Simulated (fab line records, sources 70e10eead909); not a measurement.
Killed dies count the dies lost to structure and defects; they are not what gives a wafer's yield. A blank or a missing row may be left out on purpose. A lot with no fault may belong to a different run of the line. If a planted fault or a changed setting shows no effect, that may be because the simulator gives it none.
Which of the tools did it? -- flow nand_harc -- Sampling: 23 lots, 69 wafers, 6 of 1159 route steps

WHAT THE GAUGES SHOWED, per wafer
NHARC_P_BONDPAD_THK_MEAS_20: measures by xrf.
lot,measured,on,thk_nm (nm)
L074,day 6 12:22,film_metro-01,160.9 161.4 161.2
L075,day 6 21:34,film_metro-02,162.3 162.6 163.2
L076,day 6 21:58,film_metro-02,166.1 159.6 163.2
L077,day 7 13:21,film_metro-02,161.4 161.4 161.2
L078,day 7 14:01,film_metro-01,163.1 160.3 160.3
L079,day 7 20:04,film_metro-01,160.0 160.1 162.1
L080,day 8 03:10,film_metro-01,160.4 164.2 164.4
L082,day 8 08:06,film_metro-02,161.9 160.1 158.4
L081,day 8 15:35,film_metro-01,162.6 161.1 161.3
L084,day 9 02:42,film_metro-01,162.2 161.6 162.1
L085,day 9 15:07,film_metro-01,160.4 163.1 159.2
L087,day 9 16:02,film_metro-01,160.8 159.9 162.0
L086,day 9 16:22,film_metro-02,160.7 160.7 159.7
L088,day 10 06:41,film_metro-01,163.3 162.7 160.2
L089,day 10 07:01,film_metro-01,160.8 161.4 161.7
L090,day 10 15:48,film_metro-02,160.2 160.7 159.6
L091,day 11 00:38,film_metro-02,163.9 159.9 163.0
L094,day 11 05:50,film_metro-02,162.6 157.9 160.6
L093,day 11 14:46,film_metro-01,163.3 163.7 160.8
L092,day 11 15:23,film_metro-01,163.1 160.1 163.1
L095,day 11 16:56,film_metro-01,161.4 163.9 162.6
L096,day 11 22:46,film_metro-02,162.5 164.2 163.2
L097,day 12 06:56,film_metro-02,163.1 163.1 163.7

NHARC_A_SGD_CUT_OVL_MEAS_10.
lot,measured,on,overlay_x_nm (nm),overlay_y_nm (nm)
L074,day 14 00:43,overlay-02,0.0 0.4 0.3,-0.9 -0.8 -1.3
L075,day 14 02:42,overlay-02,0.9 0.2 0.5,0.9 0.6 0.5
L076,day 14 03:05,overlay-02,0.4 0.6 0.6,-0.1 -0.4 0.0
L077,day 14 16:46,overlay-01,-0.2 -1.1 -0.5,0.4 0.6 0.8
L078,day 14 15:32,overlay-01,-0.7 -0.3 0.3,0.4 -0.3 0.2
L079,day 14 20:33,overlay-02,0.4 0.1 0.2,0.3 0.8 -0.3
L080,day 16 04:29,overlay-01,0.6 0.4 0.2,-0.6 0.0 -0.7
L082,day 15 21:04,overlay-02,1.1 1.1 0.5,-0.5 -0.8 -0.9
L081,day 16 13:42,overlay-01,-0.2 -0.7 -0.6,-0.3 0.1 0.3
L084,day 16 13:23,overlay-02,-0.6 -1.2 -0.5,-0.3 -0.1 -0.3
L085,day 16 22:09,overlay-02,-1.3 -1.6 -1.3,1.0 -0.4 1.4
L087,day 16 22:18,overlay-01,1.5 1.0 0.4,0.6 1.0 0.4
L086,day 16 22:35,overlay-02,-0.7 -0.7 -0.6,-0.3 0.3 0.2
L088,day 17 12:21,overlay-01,0.3 0.3 -0.6,0.6 0.6 1.1
L089,day 17 12:31,overlay-02,1.1 0.6 0.8,-0.9 -0.7 -1.3
L090,day 17 19:44,overlay-01,-0.6 -1.1 -0.1,0.8 1.1 0.7
L091,day 17 20:11,overlay-01,1.1 0.1 0.5,0.1 0.1 0.1
L094,day 18 16:16,overlay-02,0.3 0.1 0.7,-0.2 -0.2 0.0
L093,day 19 11:56,overlay-02,-1.6 -1.5 -1.0,0.1 0.2 -0.1
L092,day 19 01:12,overlay-02,1.1 1.4 1.3,-0.6 -0.5 -0.6
L095,day 19 01:29,overlay-02,-1.5 -0.8 -1.0,0.5 0.4 0.3
L096,day 19 20:05,overlay-02,0.2 0.3 0.3,0.0 0.5 0.1
L097,day 20 09:46,overlay-02,0.1 0.5 0.2,-0.1 0.1 -0.3

EACH LOT AND THE TOOL THAT RAN IT (in order: tool; ch and the chambers of the sampled wafers; start)
lot,NHARC_A_STAIRCASE_TRIM_20,NHARC_A_STAIRCASE_TRIM_196,NHARC_A_STAIRCASE_ETCH_313,NHARC_A_STAIRCASE_DESCUM_443
L074,"rie_diel-07 ch 0,1,3, day 10 23:53","rie_diel-07 ch 0,2,3, day 11 03:37","rie_diel-12 ch 1,2, day 11 20:55","rie_diel-11 ch 0,1,2, day 13 16:30"
L075,"rie_diel-11 ch 1,2,3, day 11 08:18","rie_diel-11 ch 0,1,2, day 11 12:26","rie_diel-12 ch 0,2,3, day 12 05:21","rie_diel-12 ch 0,2,3, day 13 20:56"
L076,"rie_diel-12 ch 0,1, day 11 07:40","rie_diel-12 ch 0,1, day 11 11:39","rie_diel-07 ch 0,2, day 12 05:44","rie_diel-07 ch 1,2,3, day 13 21:05"
L077,"rie_diel-07 ch 0,1,2, day 11 19:30","rie_diel-11 ch 0,1, day 11 23:16","rie_diel-07 ch 0,1,2, day 12 14:52","rie_diel-11 ch 0,1,3, day 14 09:56"
L078,"rie_diel-12 ch 0,2, day 11 19:23","rie_diel-12 ch 0,1, day 12 00:24","rie_diel-12 ch 0,1,3, day 12 17:05","rie_diel-07 ch 1,3, day 14 09:42"
L079,"rie_diel-12 ch 0,2,3, day 12 00:11","rie_diel-11 ch 0,2,3, day 12 04:50","rie_diel-07 ch 0,1,3, day 12 20:44","rie_diel-11 ch 1,2,3, day 14 14:35"
L080,"rie_diel-12 ch 2,3, day 12 15:40","rie_diel-07 ch 0,1,2, day 12 20:04","rie_diel-11 ch 0,1,2, day 14 01:24","rie_diel-12 ch 1,2,3, day 15 22:16"
L082,"rie_diel-11 ch 2,3, day 12 15:22","rie_diel-12 ch 1,2,3, day 12 19:53","rie_diel-12 ch 0,1,2, day 13 19:39","rie_diel-07 ch 0,1,2, day 15 15:11"
L081,"rie_diel-11 ch 0,2,3, day 13 03:32","rie_diel-07 ch 0,2,3, day 13 07:20","rie_diel-07 ch 0,1,3, day 14 09:23","rie_diel-12 ch 0,1, day 16 07:20"
L084,"rie_diel-11 ch 0,1,2, day 13 13:53","rie_diel-12 ch 1,2,3, day 13 17:38","rie_diel-12 ch 0,3, day 14 15:58","rie_diel-07 ch 0,1,3, day 16 07:33"
L085,"rie_diel-12 ch 2,3, day 14 04:59","rie_diel-12 ch 1,2, day 14 08:38","rie_diel-11 ch 0,1,3, day 15 01:22","rie_diel-11 ch 0,1,2, day 16 16:09"
L087,"rie_diel-07 ch 1,3, day 14 02:29","rie_diel-07 ch 1,2, day 14 06:23","rie_diel-07 ch 0,2, day 15 00:10","rie_diel-12 ch 0,1, day 16 16:20"
L086,"rie_diel-12 ch 0,1,3, day 14 02:17","rie_diel-12 ch 0,1,3, day 14 06:11","rie_diel-07 ch 1,2,3, day 14 23:13","rie_diel-07 ch 0,1,2, day 16 16:10"
L088,"rie_diel-11 ch 1,2, day 14 13:14","rie_diel-11 ch 1,3, day 14 17:16","rie_diel-12 ch 0,2, day 15 09:29","rie_diel-11 ch 0,1,3, day 17 05:49"
L089,"rie_diel-12 ch 1,2,3, day 14 13:17","rie_diel-12 ch 0,1, day 14 17:26","rie_diel-07 ch 0,2,3, day 15 08:51","rie_diel-12 ch 1,2, day 17 05:59"
L090,"rie_diel-07 ch 1,3, day 14 20:44","rie_diel-12 ch 0,1, day 15 00:26","rie_diel-12 ch 0,1, day 15 16:23","rie_diel-11 ch 0,1,2, day 17 13:47"
L091,"rie_diel-11 ch 0,1, day 15 03:01","rie_diel-07 ch 0,3, day 15 06:34","rie_diel-12 ch 0,2, day 16 00:49","rie_diel-12 ch 2,3, day 17 13:56"
L094,"rie_diel-11 ch 0,1, day 15 09:58","rie_diel-11 ch 0,2, day 15 14:25","rie_diel-12 ch 1,2,3, day 16 06:49","rie_diel-12 ch 1,3, day 18 08:07"
L093,"rie_diel-12 ch 0,1, day 16 00:27","rie_diel-07 ch 1,2, day 16 04:58","rie_diel-11 ch 0,1,3, day 17 00:59","rie_diel-12 ch 1,2, day 19 06:04"
L092,"rie_diel-12 ch 2,3, day 15 20:41","rie_diel-07 ch 0,3, day 16 00:38","rie_diel-11 ch 0,2, day 16 20:21","rie_diel-11 ch 0,1, day 18 19:16"
L095,"rie_diel-07 ch 0,2,3, day 15 20:48","rie_diel-07 ch 1,2,3, day 16 01:05","rie_diel-07 ch 0,1,2, day 16 21:38","rie_diel-12 ch 0,1,2, day 18 19:25"
L096,"rie_diel-12 ch 2,3, day 16 10:42","rie_diel-07 ch 0,1, day 16 14:30","rie_diel-12 ch 2,3, day 17 08:47","rie_diel-12 ch 0,1,2, day 19 14:21"
L097,"rie_diel-11 ch 0,2,3, day 17 07:20","rie_diel-07 ch 0,1, day 17 11:16","rie_diel-07 ch 0,1, day 18 06:40","rie_diel-11 ch 2,3, day 20 03:28"
- NHARC_A_STAIRCASE_TRIM_20: chemistry O2, time 211.2 s.
- NHARC_A_STAIRCASE_TRIM_196: chemistry O2, time 211.2 s.
- NHARC_A_STAIRCASE_ETCH_313: etches the open film in CF4/CHF3.
- NHARC_A_STAIRCASE_DESCUM_443: chemistry O2, time 3 s.

AS READ BY THE TOOLS THEMSELVES (means over the sampled wafers that have a number; for cases with no such wafer, the mark the record gives instead)
NHARC_A_STAIRCASE_TRIM_20.
lot,tool,drypump_motor_current_A (A),oes_product_au (a.u.),rf_vpp_V (V),showerhead_plenum_p_Torr (Torr),throttle_valve_pct (%)
L074,rie_diel-07,5.7,1.002,57.3,3.55,17.040
L075,rie_diel-11,5.9,1.000,58.1,3.54,17.038
L076,rie_diel-12,5.8,1.009,58.4,3.55,17.046
L077,rie_diel-07,5.8,1.003,57.5,3.52,17.047
L078,rie_diel-12,6.0,1.007,58.4,3.64,17.043
L079,rie_diel-12,6.0,1.005,58.5,3.61,17.030
L080,rie_diel-12,6.1,1.007,59.3,3.65,17.049
L082,rie_diel-11,5.9,1.003,57.4,3.40,17.022
L081,rie_diel-11,6.0,1.003,57.9,3.49,17.041
L084,rie_diel-11,5.6,1.002,58.2,3.51,17.039
L085,rie_diel-12,6.1,1.000,57.5,3.67,17.030
L087,rie_diel-07,5.3,1.002,57.7,3.65,17.034
L086,rie_diel-12,5.9,1.010,57.6,3.58,17.031
L088,rie_diel-11,5.5,0.996,57.4,3.54,17.033
L089,rie_diel-12,6.0,1.002,58.7,3.64,17.032
L090,rie_diel-07,5.2,1.001,57.9,3.65,17.040
L091,rie_diel-11,5.7,0.998,58.2,3.60,17.039
L094,rie_diel-11,5.6,0.995,58.7,3.63,17.033
L093,rie_diel-12,5.8,1.002,58.2,3.58,17.030
L092,rie_diel-12,6.2,1.001,58.1,3.66,17.035
L095,rie_diel-07,6.1,0.998,57.9,3.61,17.039
L096,rie_diel-12,6.1,1.001,58.6,3.64,17.034
L097,rie_diel-11,6.0,1.009,58.6,3.65,17.041

NHARC_A_STAIRCASE_TRIM_196.
lot,tool,drypump_motor_current_A (A),oes_product_au (a.u.),rf_vpp_V (V),showerhead_plenum_p_Torr (Torr),throttle_valve_pct (%)
L074,rie_diel-07,6.1,1.012,58.3,3.63,17.037
L075,rie_diel-11,5.7,0.997,57.8,3.52,17.044
L076,rie_diel-12,5.8,1.010,57.8,3.60,17.029
L077,rie_diel-11,5.6,0.994,58.3,3.65,17.038
L078,rie_diel-12,5.8,1.006,58.3,3.59,17.030
L079,rie_diel-11,6.0,1.007,57.6,3.50,17.043
L080,rie_diel-07,5.8,0.999,58.2,3.51,17.040
L082,rie_diel-12,6.0,1.009,58.0,3.65,17.030
L081,rie_diel-07,6.1,0.998,58.7,3.62,17.035
L084,rie_diel-12,6.0,1.009,57.8,3.65,17.046
L085,rie_diel-12,6.0,0.998,58.5,3.65,17.035
L087,rie_diel-07,5.6,1.014,57.6,3.60,17.033
L086,rie_diel-12,5.9,1.000,57.9,3.58,17.039
L088,rie_diel-11,5.9,0.996,57.6,3.65,17.032
L089,rie_diel-12,5.8,1.007,57.5,3.53,17.040
L090,rie_diel-12,5.8,1.008,58.1,3.58,17.042
L091,rie_diel-07,5.9,0.990,57.2,3.63,17.041
L094,rie_diel-11,5.7,1.011,56.7,3.47,17.041
L093,rie_diel-07,5.6,1.008,57.9,3.59,17.030
L092,rie_diel-07,6.0,1.005,57.8,3.63,17.045
L095,rie_diel-07,5.5,1.007,57.3,3.61,17.044
L096,rie_diel-07,5.4,1.005,56.7,3.41,17.047
L097,rie_diel-07,6.0,0.999,57.7,3.40,17.037

NHARC_A_STAIRCASE_ETCH_313.
lot,tool,drypump_motor_current_A (A),oes_product_au (a.u.),rf_vpp_V (V),showerhead_plenum_p_Torr (Torr),throttle_valve_pct (%)
L074,rie_diel-12,6.1,0.928,373.7,1.65,16.805
L075,rie_diel-12,6.0,0.970,372.3,1.61,16.801
L076,rie_diel-07,6.5,0.920,369.1,1.56,16.811
L077,rie_diel-07,5.8,0.932,370.5,1.57,16.804
L078,rie_diel-12,5.9,0.939,371.5,1.60,16.811
L079,rie_diel-07,5.6,0.921,370.8,1.58,16.805
L080,rie_diel-11,5.6,0.925,370.8,1.56,16.800
L082,rie_diel-12,5.9,0.965,372.1,1.61,16.800
L081,rie_diel-07,5.6,0.921,370.7,1.58,16.810
L084,rie_diel-12,5.8,0.933,371.1,1.58,16.808
L085,rie_diel-11,6.0,0.968,371.1,1.61,16.794
L087,rie_diel-07,6.2,0.918,371.6,1.60,16.809
L086,rie_diel-07,5.4,0.968,371.7,1.62,16.802
L088,rie_diel-12,5.9,0.931,370.6,1.59,16.798
L089,rie_diel-07,6.0,0.919,372.7,1.61,16.804
L090,rie_diel-12,5.7,0.972,370.1,1.58,16.800
L091,rie_diel-12,6.0,0.926,372.4,1.62,16.806
L094,rie_diel-12,6.0,0.921,372.8,1.62,16.796
L093,rie_diel-11,6.0,0.947,371.6,1.61,16.795
L092,rie_diel-11,5.7,0.939,371.9,1.63,16.803
L095,rie_diel-07,5.8,0.945,370.4,1.56,16.805
L096,rie_diel-12,6.1,0.995,372.7,1.63,16.796
L097,rie_diel-07,5.4,0.956,368.6,1.52,16.810

NHARC_A_STAIRCASE_DESCUM_443.
lot,tool,drypump_motor_current_A (A),oes_product_au (a.u.),rf_vpp_V (V),showerhead_plenum_p_Torr (Torr),throttle_valve_pct (%)
L074,rie_diel-11,5.6,1.007,57.9,1.90,11.315
L075,rie_diel-12,6.0,1.009,57.9,1.96,11.309
L076,rie_diel-07,5.4,1.007,57.8,1.97,11.314
L077,rie_diel-11,6.0,0.994,58.5,1.96,11.309
L078,rie_diel-07,5.3,0.997,58.0,1.98,11.310
L079,rie_diel-11,5.9,0.993,57.8,1.91,11.316
L080,rie_diel-12,6.0,1.001,57.9,1.98,11.310
L082,rie_diel-07,5.8,1.009,57.5,1.90,11.314
L081,rie_diel-12,5.8,1.013,57.7,1.94,11.300
L084,rie_diel-07,5.7,1.004,57.9,1.91,11.307
L085,rie_diel-11,5.6,1.000,58.1,2.00,11.314
L087,rie_diel-12,5.9,1.013,57.7,1.94,11.315
L086,rie_diel-07,5.8,0.997,58.6,1.89,11.311
L088,rie_diel-11,6.0,0.999,58.1,1.96,11.309
L089,rie_diel-12,6.1,1.014,58.9,1.99,11.306
L090,rie_diel-11,5.6,1.003,57.4,2.00,11.311
L091,rie_diel-12,6.1,1.018,57.7,1.97,11.316
L094,rie_diel-12,5.9,1.025,59.1,1.96,11.316
L093,rie_diel-12,6.1,1.018,58.8,1.98,11.318
L092,rie_diel-11,5.6,0.988,57.8,1.96,11.315
L095,rie_diel-12,5.9,1.023,58.7,1.95,11.304
L096,rie_diel-12,6.0,1.017,57.5,1.94,11.322
L097,rie_diel-11,5.9,1.012,58.5,2.03,11.315

THE ANSWER, worked out from the rows above alone
Rule: usual is defined by the lots themselves. Put in order of their means at a reading, lots are off if they are a third of the lots or fewer, leave a main group of 4 or more, and stand apart from it by a gap of 3 or more times the standard deviation of the main group's means; of several such gaps the widest counts. A main group is skipped when, at the precision printed for the reading in the tables above, its means are all equal. Also off: a lot with no number at a reading for which 4 or more lots have one. The other lots that the step has rows for count as sound. After the gauges, taken in route order, come the tools' own readings; for these a lot's mean is taken, as printed above. The first step at which some lot is off is used, and at that step the reading that is off furthest; a lot without a number counts as furthest.
None of the lots is off at any reading shown; this tells nothing.

WHAT THE SIMULATOR HAD PUT IN
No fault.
